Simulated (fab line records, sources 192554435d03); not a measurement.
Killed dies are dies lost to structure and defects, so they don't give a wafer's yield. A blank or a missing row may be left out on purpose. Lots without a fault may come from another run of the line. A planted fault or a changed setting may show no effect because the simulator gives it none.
Chamber matching | flow n5_finfet | N5_BEOL_M7_ETCH_72 on rie_diel-04: 4 sister chambers
The step etches underlayer in N2/H2, target depth 6.5 nm, time 5.2 s. 8 wafers are shown with their chamber, then 11 later ones without.

WAFERS WITH THEIR CHAMBER
wafer  | chamber | showerhead_plenum_p_Torr (Torr) | throttle_valve_pct (%)
L079.1 | 1       | 2.48                            | 17.67
L083.4 | 2       | 2.71                            | 17.48
L082.4 | 0       | 2.41                            | 17.95
L082.6 | 0       | 2.41                            | 17.95
L084.1 | 2       | 2.70                            | 17.47
L084.2 | 3       | 2.54                            | 18.22
L084.3 | 1       | 2.47                            | 17.70
L086.3 | 3       | 2.53                            | 18.19

WAFERS WITHOUT THEIR CHAMBER
wafer  | showerhead_plenum_p_Torr (Torr) | throttle_valve_pct (%)
L086.4 | 2.47                            | 17.76
L086.6 | 2.70                            | 17.51
L088.3 | 2.41                            | 17.97
L088.4 | 2.53                            | 18.20
L088.6 | 2.53                            | 18.18
L089.1 | 2.47                            | 17.74
L089.3 | 2.41                            | 17.96
L089.4 | 2.53                            | 18.22
L090.2 | 2.53                            | 18.24
L090.5 | 2.70                            | 17.49
L090.6 | 2.53                            | 18.22

WHICH CHAMBER EACH WENT THROUGH
wafer  | from the rows above | in truth
L086.4 | 1                   | 1
L086.6 | 2                   | 2
L088.3 | 0                   | 0
L088.4 | 3                   | 3
L088.6 | 3                   | 3
L089.1 | 1                   | 1
L089.3 | 0                   | 0
L089.4 | 3                   | 3
L090.2 | 3                   | 3
L090.5 | 2                   | 2
L090.6 | 3                   | 3
Placed correctly: 11 of 11. Can't be placed from these rows: 0. Placed wrongly: 0.
How it was worked out, from the rows above alone: a wafer's distance from a chamber is the root of the sum, over the readings, of the square of ((its reading less the chamber's mean) divided by the reading's scatter). The wafer belongs to the nearest chamber; if the next one is less than 2 further off, it can't be placed. A chamber's mean is the mean of its shown wafers. The scatter: the root of (the sum of the squares of (reading less its chamber's mean) over the shown wafers, divided by (wafers less chambers)).
